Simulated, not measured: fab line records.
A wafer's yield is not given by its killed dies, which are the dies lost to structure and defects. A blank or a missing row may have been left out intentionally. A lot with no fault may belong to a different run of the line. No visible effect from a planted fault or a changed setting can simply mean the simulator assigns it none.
2 desks, one fault    flow n5Finfet    what lay behind the numbers comes last; until then each desk has only its own

THE TOOL OWNER'S DESK: lithoTrack-05
The tool's own readings at N5_BEOL_M2_COAT_61 (time 60 s, resist thk 60 nm): means of the sampled wafers that have a number, for each lot that ran on this tool. Marked OUT: a lot whose mean sits more than 4 standard deviations from the usual mean, which makes it out of limits; the brackets give that distance.
Columns: A = chillPlateTempC at N5_BEOL_M2_COAT_61, usual 22.98 C; B = heaterPowerTotalW at N5_BEOL_M2_COAT_61, usual 500.2 W; C = runLengthS at N5_BEOL_M2_COAT_61, usual 66.27 s
lot   first seen here  A      B                 C
L303  day 6 22:50      22.97  501.0             66.42
L308  day 8 04:40      22.91  500.0             66.36
L314  day 10 00:04     23.06  517.8 (+9.8) OUT  63.61 (-12) OUT
L313  day 10 08:34     23.04  530.7 (+17) OUT   60.77 (-24) OUT
Finding of this desk: L313, L314 out of limits; the first was L314 at day 10 00:04, on heaterPowerTotalW at N5_BEOL_M2_COAT_61. In limits: L303, L308.

THE METROLOGY DESK
What the gauges read for every lot (on any tool): the sampled wafers with a number, averaged. Marked OUT: a lot whose mean sits more than 4 standard deviations from the usual mean, which makes it out of limits; the brackets give that distance. Readings shown: 7 of its 10, picked as those furthest out on some lot.
Columns: A = DIBL_N at N5_BEOL_M4_RC_MEAS_101, usual 35.9 mV/V; B = IOFF_P at N5_BEOL_M4_RC_MEAS_101, usual 0.21 nA/um; C = ION_N at N5_BEOL_M4_RC_MEAS_101, usual 672 uA/um; D = ION_P at N5_BEOL_M4_RC_MEAS_101, usual 462 uA/um; E = SS_P at N5_BEOL_M4_RC_MEAS_101, usual 73.2 mV/dec; F = VT_N at N5_BEOL_M4_RC_MEAS_101, usual 250 mV; G = VT_P at N5_BEOL_M4_RC_MEAS_101, usual -250 mV
lot   first seen here  A     B     C    D    E     F    G
L302  day 8 08:36      35.4  0.22  659  466  73.5  253  -249
L303  day 8 16:59      32.9  0.14  647  444  72.9  257  -258
L308  day 9 11:01      35.1  0.20  673  459  72.8  249  -251
L314  day 11 05:10     35.5  0.22  670  465  73.1  250  -246
L313  day 11 13:04     36.2  0.24  675  468  73.2  249  -247
L317  day 12 00:19     35.2  0.20  670  465  73.2  252  -250
L319  day 12 23:16     36.8  0.20  680  466  73.2  252  -253
L321  day 13 07:49     36.2  0.24  682  471  73.2  246  -247
L323  day 13 22:01     37.3  0.23  682  467  74.2  249  -248
L324  day 14 01:53     36.1  0.22  682  474  72.7  251  -248
Finding of this desk: none of the 10 lots has anything out of limits.

TAKEN TOGETHER
On L313, L314, at day 10 00:04, an alarm was possible from the tool owner's desk.
Nothing out of limits was seen by the metrology desk.
The metrology desk holds a record of L313, L314, inside its limits.
On lithoTrack-05, each named lot ran N5_BEOL_M2_COAT_61.

WHAT HAD BEEN PUT IN BY THE SIMULATOR
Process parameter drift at N5_BEOL_M2_COAT_61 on lithoTrack-05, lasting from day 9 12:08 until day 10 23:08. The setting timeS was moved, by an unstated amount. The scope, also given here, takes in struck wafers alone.
Lots struck among those shown: L313, L314.
Each desk's first reading out of limits, in hours after the fault started: the tool owner's desk, 12.
